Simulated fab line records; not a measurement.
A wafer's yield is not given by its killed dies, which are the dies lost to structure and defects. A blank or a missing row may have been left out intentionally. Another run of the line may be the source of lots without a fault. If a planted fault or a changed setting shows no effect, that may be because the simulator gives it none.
Which tool was responsible? | flow n5 finfet | 24 lots with 72 wafers sampled at 4 steps, on a route of 1938 steps

== WHAT EACH GAUGE READ, for each wafer ==
N5_SD_EPI_N_EPI_MEAS_23. Usual: thk nm at 58.9 nm, with a standard deviation of 1.2.
lot  | measured    | on            | thk nm (nm)    | flag
L074 | day 3 05:41 | film metro-02 | 59.1 56.6 57.9 |
L075 | day 3 13:55 | film metro-02 | 59.7 59.2 62.3 |
L076 | day 3 16:13 | film metro-02 | 60.0 59.3 59.6 |
L077 | day 4 01:53 | film metro-02 | 59.6 59.6 58.9 |
L078 | day 4 05:55 | film metro-02 | 58.9 59.0 59.9 |
L079 | day 4 10:00 | film metro-01 | 59.3 57.1 58.5 |
L080 | day 4 14:53 | film metro-02 | 59.7 59.5 58.0 |
L081 | day 4 22:26 | film metro-02 | 58.1 60.3 58.3 |
L082 | day 5 05:07 | film metro-02 | 61.1 59.8 57.2 |
L083 | day 5 10:37 | film metro-01 | 60.4 61.5 59.1 |
L084 | day 5 16:31 | film metro-02 | 60.2 56.7 58.0 |
L085 | day 6 03:51 | film metro-02 | 58.9 57.0 60.3 |
L086 | day 6 10:12 | film metro-02 | 58.5 60.6 58.0 |
L087 | day 6 13:22 | film metro-01 | 58.5 59.5 58.3 |
L088 | day 7 04:23 | film metro-01 | 57.7 59.9 58.7 |
L089 | day 7 09:13 | film metro-02 | 57.3 58.4 59.0 |
L090 | day 7 11:06 | film metro-02 | 58.3 59.2 59.2 |
L091 | day 8 00:02 | film metro-02 | 59.2 58.7 59.3 |
L092 | day 8 00:57 | film metro-02 | 59.9 57.0 61.6 |
L093 | day 8 13:40 | film metro-02 | 59.3 58.5 59.9 |
L095 | day 8 21:47 | film metro-01 | 58.3 57.7 58.6 |
L094 | day 9 01:35 | film metro-02 | 57.1 58.4 60.0 |
L097 | day 9 01:32 | film metro-01 | 57.3 55.8 60.0 |
L096 | day 9 03:46 | film metro-02 | 59.7 58.5 59.2 |

== WHAT TOOL EACH LOT RAN ON (gives the tool, then ch and the chambers of the sampled wafers, and finally the start) ==
lot  | N5_DUMMY_GATE_STRIP_40            | N5_DUMMY_GATE_ETCH_44           | N5_SD_EPI_N_ETCH_35
L074 | rie diel-01 ch 0,1,3, day 2 23:30 | rie si-05 ch 1,3, day 2 23:59   | rie diel-05 ch 2,3, day 3 01:39
L075 | rie diel-03 ch 0,2, day 3 08:15   | rie si-04 ch 1,2,3, day 3 08:41 | rie diel-05 ch 2,3, day 3 10:37
L076 | rie diel-06 ch 1,2,3, day 3 11:00 | rie si-05 ch 0,2,3, day 3 11:26 | rie diel-04 ch 0,2, day 3 12:55
L077 | rie diel-01 ch 1,2, day 3 19:21   | rie si-04 ch 0,1,3, day 3 19:56 | rie diel-02 ch 1,3, day 3 22:34
L078 | rie diel-03 ch 2,3, day 4 00:16   | rie si-05 ch 0,1,2, day 4 00:42 | rie diel-05 ch 0,1,3, day 4 02:22
L079 | rie diel-01 ch 1,3, day 4 03:49   | rie si-04 ch 1,2,3, day 4 04:14 | rie diel-04 ch 1,2,3, day 4 05:58
L080 | rie diel-06 ch 1,3, day 4 09:38   | rie si-05 ch 0,2,3, day 4 10:04 | rie diel-02 ch 0,1,2, day 4 11:35
L081 | rie diel-01 ch 0,2,3, day 4 17:03 | rie si-06 ch 1,2,3, day 4 17:29 | rie diel-04 ch 1,2,3, day 4 19:07
L082 | rie diel-01 ch 0,1,2, day 4 21:44 | rie si-05 ch 2,3, day 4 22:10   | rie diel-02 ch 0,3, day 5 01:04
L083 | rie diel-06 ch 2,3, day 5 04:04   | rie si-06 ch 0,1,3, day 5 04:29 | rie diel-05 ch 0,1, day 5 06:34
L084 | rie diel-01 ch 0,1,3, day 5 09:53 | rie si-06 ch 1,2,3, day 5 10:19 | rie diel-02 ch 1,2, day 5 12:29
L085 | rie diel-01 ch 0,3, day 5 21:26   | rie si-04 ch 2,3, day 5 21:53   | rie diel-02 ch 1,2, day 5 23:48
L086 | rie diel-01 ch 1,3, day 6 01:37   | rie si-04 ch 1,3, day 6 02:08   | rie diel-02 ch 0,3, day 6 06:08
L087 | rie diel-01 ch 0,1,3, day 6 07:03 | rie si-06 ch 2,3, day 6 07:29   | rie diel-02 ch 0,1,3, day 6 09:19
L088 | rie diel-06 ch 1,2, day 6 10:08   | rie si-06 ch 0,1, day 6 10:34   | rie diel-05 ch 2,3, day 6 23:31
L089 | rie diel-06 ch 1,2,3, day 7 00:33 | rie si-05 ch 0,3, day 7 01:03   | rie diel-02 ch 1,2,3, day 7 04:11
L090 | rie diel-03 ch 0,1,3, day 7 03:44 | rie si-04 ch 0,1,3, day 7 04:10 | rie diel-05 ch 2,3, day 7 06:17
L091 | rie diel-06 ch 0,1,2, day 7 17:26 | rie si-06 ch 0,1,3, day 7 17:52 | rie diel-02 ch 0,2,3, day 7 20:00
L092 | rie diel-06 ch 0,1,2, day 7 18:35 | rie si-06 ch 1,2,3, day 7 19:01 | rie diel-05 ch 0,1,2, day 7 20:55
L093 | rie diel-06 ch 1,2, day 8 07:33   | rie si-04 ch 0,1,2, day 8 07:59 | rie diel-05 ch 1,2, day 8 09:38
L095 | rie diel-06 ch 1,2,3, day 8 15:47 | rie si-04 ch 1,2,3, day 8 16:14 | rie diel-04 ch 0,2, day 8 18:29
L094 | rie diel-03 ch 0,2,3, day 8 18:56 | rie si-06 ch 1,2,3, day 8 19:22 | rie diel-02 ch 0,3, day 8 21:32
L097 | rie diel-01 ch 0,2,3, day 8 19:25 | rie si-06 ch 2,3, day 8 19:52   | rie diel-04 ch 0,3, day 8 22:14
L096 | rie diel-01 ch 1,2,3, day 8 19:46 | rie si-04 ch 0,2,3, day 8 20:26 | rie diel-04 ch 0,2,3, day 8 23:47
- N5_DUMMY_GATE_STRIP_40: strips in CF4.
- N5_DUMMY_GATE_ETCH_44: etches poly-Si in HBr/O2, stops on SiO2, target depth 127.5 nm.
- N5_SD_EPI_N_ETCH_35: etches SOC in N2/H2, overetch 108 nm, time 486 s.

== AS READ BY THE TOOLS THEMSELVES (means over the sampled wafers that have a number; for cases with no such wafer, the mark the record gives instead) ==
N5_DUMMY_GATE_STRIP_40. Usual: drypump motor current A 6.0 A, standard deviation 0.55; oes product au 0.77 a.u., standard deviation 0.075; power w 300.0 W, standard deviation 0.94; rf vpp V 271.1 V, standard deviation 1.6; showerhead plenum p Torr 1.79 Torr, standard deviation 0.05; throttle valve pct 13.74 %, standard deviation 0.21.
lot  | tool        | drypump motor current A (A) | oes product au (a.u.) | power w (W) | rf vpp V (V) | showerhead plenum p Torr (Torr) | throttle valve pct (%) | flag
L074 | rie diel-01 | 6.3                         | 0.77                  | 298.8       | 271.4        | 1.78                            | 13.76                  |
L075 | rie diel-03 | 5.2                         | 0.78                  | 300.0       | 271.7        | 1.84                            | 13.64                  |
L076 | rie diel-06 | 5.6                         | 0.79                  | 299.1       | 271.5        | 1.80                            | 13.64                  |
L077 | rie diel-01 | 6.4                         | 0.73                  | 299.3       | 269.5        | 1.74                            | 13.97                  |
L078 | rie diel-03 | 5.2                         | 0.89                  | 299.1       | 272.2        | 1.84                            | 13.48                  |
L079 | rie diel-01 | 6.2                         | 0.75                  | 300.7       | 271.5        | 1.80                            | 13.70                  |
L080 | rie diel-06 | 5.2                         | 0.81                  | 300.2       | 271.2        | 1.83                            | 13.68                  |
L081 | rie diel-01 | 6.4                         | 0.73                  | 299.9       | 269.5        | 1.74                            | 14.00                  |
L082 | rie diel-01 | 6.4                         | 0.77                  | 300.5       | 269.7        | 1.76                            | 13.84                  |
L083 | rie diel-06 | 6.0                         | 0.81                  | 300.1       | 270.0        | 1.76                            | 13.59                  |
L084 | rie diel-01 | 6.3                         | 0.75                  | 299.9       | 271.2        | 1.78                            | 13.78                  |
L085 | rie diel-01 | 6.2                         | 0.71                  | 300.5       | 270.9        | 1.76                            | 13.97                  |
L086 | rie diel-01 | 6.1                         | 0.70                  | 299.8       | 270.5        | 1.78                            | 13.88                  |
L087 | rie diel-01 | 6.3                         | 0.75                  | 299.9       | 271.5        | 1.78                            | 13.80                  |
L088 | rie diel-06 | 5.6                         | 0.72                  | 301.2       | 272.0        | 1.80                            | 13.73                  |
L089 | rie diel-06 | 5.6                         | 0.77                  | 300.7       | 270.8        | 1.80                            | 13.69                  |
L090 | rie diel-03 | 5.7                         | 0.79                  | 299.3       | 270.7        | 1.78                            | 13.53                  |
L091 | rie diel-06 | 6.0                         | 0.72                  | 300.2       | 272.3        | 1.81                            | 13.79                  |
L092 | rie diel-06 | 6.0                         | 0.72                  | 300.0       | 271.5        | 1.81                            | 13.79                  |
L093 | rie diel-06 | 5.6                         | 0.71                  | 300.1       | 271.2        | 1.80                            | 13.75                  |
L095 | rie diel-06 | 5.6                         | 0.76                  | 299.6       | 270.8        | 1.79                            | 13.72                  |
L094 | rie diel-03 | 5.3                         | 0.79                  | 300.4       | 271.9        | 1.82                            | 13.68                  |
L097 | rie diel-01 | 6.3                         | 0.88                  | 300.0       | 271.2        | 1.80                            | 13.67                  |
L096 | rie diel-01 | 6.2                         | 0.87                  | 300.0       | 271.5        | 1.82                            | 13.59                  |

N5_DUMMY_GATE_ETCH_44. Usual: drypump motor current A 5.8 A, standard deviation 0.36; oes product au 0.726 a.u., standard deviation 0.014; throttle valve pct 18.53 %, standard deviation 0.17.
lot  | tool      | drypump motor current A (A) | oes product au (a.u.) | throttle valve pct (%) | flag
L074 | rie si-05 | 5.2                         | 0.708                 | 18.60                  |
L075 | rie si-04 | 6.1                         | 0.728                 | 18.58                  |
L076 | rie si-05 | 5.7                         | 0.730                 | 18.47                  |
L077 | rie si-04 | 6.2                         | 0.736                 | 18.58                  |
L078 | rie si-05 | 5.6                         | 0.732                 | 18.69                  |
L079 | rie si-04 | 6.1                         | 0.717                 | 18.59                  |
L080 | rie si-05 | 5.7                         | 0.733                 | 18.48                  |
L081 | rie si-06 | 5.5                         | 0.727                 | 18.44                  |
L082 | rie si-05 | 5.5                         | 0.719                 | 18.35                  |
L083 | rie si-06 | 5.7                         | 0.741                 | 18.37                  |
L084 | rie si-06 | 5.5                         | 0.722                 | 18.42                  |
L085 | rie si-04 | 6.0                         | 0.725                 | 18.66                  |
L086 | rie si-04 | 6.2                         | 0.717                 | 18.52                  |
L087 | rie si-06 | 5.6                         | 0.730                 | 18.49                  |
L088 | rie si-06 | 5.7                         | 0.738                 | 18.31                  |
L089 | rie si-05 | 5.9                         | 0.735                 | 18.42                  |
L090 | rie si-04 | 6.2                         | 0.735                 | 18.59                  |
L091 | rie si-06 | 5.7                         | 0.733                 | 18.38                  |
L092 | rie si-06 | 5.5                         | 0.729                 | 18.42                  |
L093 | rie si-04 | 6.0                         | 0.722                 | 18.66                  |
L095 | rie si-04 | 6.1                         | 0.725                 | 18.58                  |
L094 | rie si-06 | 5.5                         | 0.729                 | 18.43                  |
L097 | rie si-06 | 5.4                         | 0.726                 | 18.48                  |
L096 | rie si-04 | 6.1                         | 0.722                 | 18.65                  |

N5_SD_EPI_N_ETCH_35. Usual: drypump motor current A 5.7 A, standard deviation 0.44; oes product au 0.68 a.u., standard deviation 0.056; rf vpp V 241.2 V, standard deviation 1; showerhead plenum p Torr 2.56 Torr, standard deviation 0.049; throttle valve pct 23.76 %, standard deviation 0.24.
lot  | tool        | drypump motor current A (A) | oes product au (a.u.) | rf vpp V (V) | showerhead plenum p Torr (Torr) | throttle valve pct (%) | flag
L074 | rie diel-05 | 5.6                         | 0.69                  | 240.9        | 2.57                            | 23.55                  |
L075 | rie diel-05 | 5.6                         | 0.68                  | 241.3        | 2.57                            | 23.55                  |
L076 | rie diel-04 | 6.1                         | 0.65                  | 240.8        | 2.53                            | 23.64                  |
L077 | rie diel-02 | 5.7                         | 0.67                  | 241.6        | 2.58                            | 23.91                  |
L078 | rie diel-05 | 6.0                         | 0.74                  | 241.1        | 2.57                            | 23.53                  |
L079 | rie diel-04 | 5.6                         | 0.65                  | 241.4        | 2.60                            | 23.78                  |
L080 | rie diel-02 | 5.6                         | 0.72                  | 240.6        | 2.56                            | 23.88                  |
L081 | rie diel-04 | 5.7                         | 0.65                  | 241.2        | 2.60                            | 23.79                  |
L082 | rie diel-02 | 6.1                         | 0.75                  | 240.8        | 2.60                            | 23.77                  |
L083 | rie diel-05 | 6.2                         | 0.77                  | 240.5        | 2.51                            | 23.40                  |
L084 | rie diel-02 | 5.4                         | 0.68                  | 241.4        | 2.55                            | 23.97                  |
L085 | rie diel-02 | 5.4                         | 0.67                  | 239.9        | 2.54                            | 23.97                  |
L086 | rie diel-02 | 5.9                         | 0.69                  | 241.1        | 2.61                            | 23.90                  |
L087 | rie diel-02 | 5.9                         | 0.69                  | 241.7        | 2.58                            | 23.85                  |
L088 | rie diel-05 | 5.6                         | 0.66                  | 242.5        | 2.56                            | 23.58                  |
L089 | rie diel-02 | 5.5                         | 0.66                  | 242.4        | 2.57                            | 24.01                  |
L090 | rie diel-05 | 5.6                         | 0.66                  | 241.0        | 2.56                            | 23.58                  |
L091 | rie diel-02 | 5.6                         | 0.69                  | 241.7        | 2.58                            | 23.94                  |
L092 | rie diel-05 | 6.0                         | 0.70                  | 240.1        | 2.52                            | 23.53                  |
L093 | rie diel-05 | 6.1                         | 0.73                  | 240.3        | 2.49                            | 23.37                  |
L095 | rie diel-04 | 6.1                         | 0.63                  | 240.8        | 2.51                            | 23.69                  |
L094 | rie diel-02 | 5.9                         | 0.67                  | 242.6        | 2.60                            | 23.92                  |
L097 | rie diel-04 | 5.8                         | 0.61                  | 240.9        | 2.54                            | 23.82                  |
L096 | rie diel-04 | 5.8                         | 0.63                  | 241.2        | 2.55                            | 23.80                  |

== THE ANSWER, worked out from the rows above alone ==
Rule: a lot is off if the mean of its wafers that have a number lies more than 3 standard deviations from the usual mean. Also off: a lot with no number at a reading for which 4 or more lots have one. All remaining lots with rows at the step are treated as sound. Order of review: gauges by route order, followed by the tools' own readings, for which a lot's mean as printed above is used. At the first step where some lot is off, the reading lying furthest off is the one used; lots without a number count as furthest.
Nothing can be told from this: no lot is off at any reading shown.

== WHAT HAD BEEN PUT IN BY THE SIMULATOR ==
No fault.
